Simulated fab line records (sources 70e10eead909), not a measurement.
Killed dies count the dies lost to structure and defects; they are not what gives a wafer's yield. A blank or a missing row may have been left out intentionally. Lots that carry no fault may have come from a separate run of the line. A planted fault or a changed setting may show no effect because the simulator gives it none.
Commonality check across tools	flow nand-harc	2 lots and 6 wafers in the sample

## WHY THIS WAS OPENED
Flagged at NHARC_END_SORT_01: reading sort_bin_2_pct, on 2 of 2 lots. No-fault wafers: 1.5 %, standard deviation 0.67.
Rule: a lot is flagged when every wafer of it that has a number lies more than 4 standard deviations from that mean, or none has a number. As for the other lots, they are considered sound.

lot	measured	on	sort_bin_2_pct (%), wafer by wafer	flag
L491	day 22 01:58	prober-02	96.8 96.8 96.9	FLAGGED
L495	day 23 12:43	prober-01	95.6 94.8 95.7	FLAGGED
The numbers of the flagged lots are 96.1 % on average: +94.6 % against the usual, or +99 or more standard deviations.

## EACH LOT AND THE TOOL IT RAN ON
The record holds 3 process steps before the reading, out of a route of 1159 steps. Cell contents, in order: the tool; ch with the chambers the sampled wafers went through; the start.
lot	flag	NHARC_A_M1_ETCH_35	NHARC_A_M1_ETCH_28	NHARC_A_M1_PVD_20
L491	FLAGGED	rie-diel-12 ch 0,2,3, day 20 11:31	rie-diel-08 ch 1,3, day 20 12:02	pvd-sputter-02, day 22 01:58 or earlier
L495	FLAGGED	rie-diel-09 ch 0,2,3, day 22 00:04	rie-diel-08 ch 0,1,3, day 22 00:37	pvd-sputter-01, day 23 12:43 or earlier
These steps, and what they do:
- NHARC_A_M1_ETCH_35: etches the open film in N2/H2, target depth 40 nm, overetch 12 nm, time 43.94 s.
- NHARC_A_M1_ETCH_28: etches the open film in CF4/N2, target depth 30 nm, time 72.99 s.
- NHARC_A_M1_PVD_20: deposits TaN, target thk 5 nm, time 8.06 s.
- NHARC_END_SORT_01

## FLAGGED OVER TOTAL, TOOL BY TOOL (the gauges that took the reading come last)
step	tool	lots run	flagged	share of the flagged lots	sound lots run after its first flagged lot
NHARC_A_M1_ETCH_35	rie-diel-09	1	1	some	0
NHARC_A_M1_ETCH_35	rie-diel-12	1	1	some	0
NHARC_A_M1_ETCH_28	rie-diel-08	2	2	all	0
NHARC_A_M1_PVD_20	pvd-sputter-01	1	1	some	0
NHARC_A_M1_PVD_20	pvd-sputter-02	1	1	some	0
NHARC_END_SORT_01	prober-01	1	1	some	0
NHARC_END_SORT_01	prober-02	1	1	some	0
NHARC_A_M1_PVD_20: start missing for some lots; hours and lot order therefore follow NHARC_END_SORT_01.

## WHAT IS ALLOWED BY THE TABLE
All flagged lots share 1 row of the table, namely rie-diel-08 at NHARC_A_M1_ETCH_28.
- rie-diel-08 at NHARC_A_M1_ETCH_28 ran 2 lots, 2 of them flagged. The start can't be narrowed down: in this sample, it ran no sound lot prior to its first flagged lot.
What remains is a single tool, rie-diel-08 at NHARC_A_M1_ETCH_28.

## WHAT THE SIMULATOR HAD INSERTED
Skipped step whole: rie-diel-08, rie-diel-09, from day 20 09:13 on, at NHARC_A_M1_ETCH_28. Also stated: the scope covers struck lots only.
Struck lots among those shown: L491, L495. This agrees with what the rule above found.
